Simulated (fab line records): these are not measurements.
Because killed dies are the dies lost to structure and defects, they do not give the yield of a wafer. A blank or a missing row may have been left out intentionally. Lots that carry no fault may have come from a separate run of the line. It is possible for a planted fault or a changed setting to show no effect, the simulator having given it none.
Which tool did it?	flow nandHarc	15 lots, 44 wafers sampled, at 3 steps of a route of 1302

## WHAT THE GAUGES SHOWED, per wafer
NHARC_A_ONON_D2_THK_MEAS_05: measures by ellipsometry.
lot	measured	on	thkNm (nm)
L387	day 12 17:46	filmMetro-02	986 987 986
L389	day 13 02:13	filmMetro-01	994 995 997
L390	day 13 19:17	filmMetro-01	985 986 984
L391	day 14 02:20	filmMetro-02	993 992 991
L393	day 14 12:16	filmMetro-01	997 998 998
L394	day 15 13:20	filmMetro-01	1023 1022 1022
L395	day 15 17:23	filmMetro-01	986 987 990
L396	day 16 02:23	filmMetro-01	1002 1004 1004
L399	day 17 04:01	filmMetro-01	1004 1002 1003
L400	day 18 01:50	filmMetro-01	990 989 989
L401	day 18 15:35	filmMetro-01	992 992 995
L402	day 18 15:35	filmMetro-02	1000 1003 1000
L403	day 19 04:02	filmMetro-01	985 627 988
L405	day 19 21:18	filmMetro-01	634 635
L406	day 20 03:05	filmMetro-02	648 1006 1009

## WHAT TOOL EACH LOT RAN ON (gives the tool, then ch and the chambers of the sampled wafers, and finally the start)
lot	NHARC_A_CHANNEL_FILL_D1_ETCHBACK_08	NHARC_A_ONON_D2_DEP_03
L387	rieDiel-04 ch 0,1,2, day 12 17:25 or earlier	pecvdOnon-02 ch 0, day 12 17:25
L389	rieDiel-02 ch 0,2,3, day 13 01:46 or earlier	pecvdOnon-01 ch 0, day 13 01:46
L390	rieDiel-02 ch 0,2,3, day 13 18:46 or earlier	pecvdOnon-02 ch 0, day 13 18:46
L391	rieDiel-04 ch 0,1,3, day 14 01:49 or earlier	pecvdOnon-01 ch 0, day 14 01:49
L393	rieDiel-04 ch 0,1,3, day 14 11:46 or earlier	pecvdOnon-03 ch 0, day 14 11:46
L394	rieDiel-10 ch 0,1,2, day 15 12:49 or earlier	pecvdOnon-03 ch 0, day 15 12:49
L395	rieDiel-04 ch 2,3, day 15 16:53 or earlier	pecvdOnon-01 ch 0, day 15 16:53
L396	rieDiel-10 ch 0,2, day 16 01:53 or earlier	pecvdOnon-01 ch 0, day 16 01:53
L399	rieDiel-10 ch 0,1, day 17 03:38 or earlier	pecvdOnon-03 ch 0, day 17 03:38
L400	rieDiel-02 ch 1,2,3, day 18 01:21 or earlier	pecvdOnon-01 ch 0, day 18 01:21
L401	rieDiel-10 ch 0,2,3, day 18 15:08 or earlier	pecvdOnon-03 ch 0, day 18 15:08
L402	rieDiel-04 ch 1,2,3, day 18 15:08 or earlier	pecvdOnon-01 ch 0, day 18 15:08
L403	rieDiel-10 ch 0,1, day 19 03:38 or earlier	pecvdOnon-03 ch 0, day 19 03:38
L405	rieDiel-04 ch 2,3, day 19 20:51 or earlier	pecvdOnon-03 ch 0, day 19 20:51
L406	rieDiel-04 ch 0,2,3, day 20 02:38 or earlier	pecvdOnon-03 ch 0, day 20 02:38
- NHARC_A_CHANNEL_FILL_D1_ETCHBACK_08: etches the open film in C4F8, target depth 220 nm, time 110 s.
- NHARC_A_ONON_D2_DEP_03: target thk 1000 nm.

## WHAT THE TOOLS THEMSELVES READ (means of the sampled wafers that have a number; where no wafer has one, the mark that the record gives instead)
NHARC_A_CHANNEL_FILL_D1_ETCHBACK_08.
lot	tool	oesProductAu (a.u.)	rfVppV (V)
L387	rieDiel-04	1.01	439.7
L389	rieDiel-02	0.93	439.9
L390	rieDiel-02	0.92	439.6
L391	rieDiel-04	0.92	439.0
L393	rieDiel-04	0.92	438.6
L394	rieDiel-10	0.92	439.2
L395	rieDiel-04	0.93	439.0
L396	rieDiel-10	0.99	437.4
L399	rieDiel-10	0.99	442.2
L400	rieDiel-02	0.92	441.1
L401	rieDiel-10	0.92	437.3
L402	rieDiel-04	1.00	438.7
L403	rieDiel-10	0.92	441.3
L405	rieDiel-04	0.99	438.9
L406	rieDiel-04	0.93	439.9

NHARC_A_ONON_D2_DEP_03.
lot	tool	n2oFlowSccm (sccm)
L387	pecvdOnon-02	2008
L389	pecvdOnon-01	1999
L390	pecvdOnon-02	1997
L391	pecvdOnon-01	1998
L393	pecvdOnon-03	2001
L394	pecvdOnon-03	2004
L395	pecvdOnon-01	2001
L396	pecvdOnon-01	1999
L399	pecvdOnon-03	2005
L400	pecvdOnon-01	2003
L401	pecvdOnon-03	1996
L402	pecvdOnon-01	2004
L403	pecvdOnon-03	1994
L405	pecvdOnon-03	1997
L406	pecvdOnon-03	1997

## THE ANSWER, worked out from the rows above alone
Rule: usual is defined by the lots themselves. The widest of any qualifying gaps counts: lots, ordered by their means at a reading, are off when they make up no more than a third of the lots, leave a main group of 4 or more, and stand apart from it by 3 or more times the standard deviation of that group's means. The tables above print the reading to a certain number of digits; a main group whose means all agree to those digits is not used. A lot without any number at a reading at which 4 lots or more have one is off too. Any other lot the step has rows for is counted as sound. Order of review: gauges by route order, followed by the tools' own readings, for which a lot's mean as printed above is used. The first step at which some lot is off is used, and at that step the reading that is off furthest; a lot without a number counts as furthest.
Off at NHARC_A_ONON_D2_THK_MEAS_05 (thkNm): L403, L405, L406. For the main group the mean is 996 nm and the standard deviation 9.9.
A tool fits if, at a process step before that reading, it ran every lot that is off, and no sound lot after the first of them. The gauges at NHARC_A_ONON_D2_THK_MEAS_05 are tried like those tools. With no start given for some of its lots, NHARC_A_CHANNEL_FILL_D1_ETCHBACK_08 uses the hours and lot order of NHARC_A_ONON_D2_DEP_03. One fits: NHARC_A_ONON_D2_DEP_03 on pecvdOnon-03. Its last sound lot is L401 (day 18 15:08), its first lot that is off L403 (day 19 03:38): a fault that began between those two fits.

## WHAT THE SIMULATOR HAD PUT IN
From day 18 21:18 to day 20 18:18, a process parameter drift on pecvdOnon-03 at NHARC_A_ONON_D2_DEP_03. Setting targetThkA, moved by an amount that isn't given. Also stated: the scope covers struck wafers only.
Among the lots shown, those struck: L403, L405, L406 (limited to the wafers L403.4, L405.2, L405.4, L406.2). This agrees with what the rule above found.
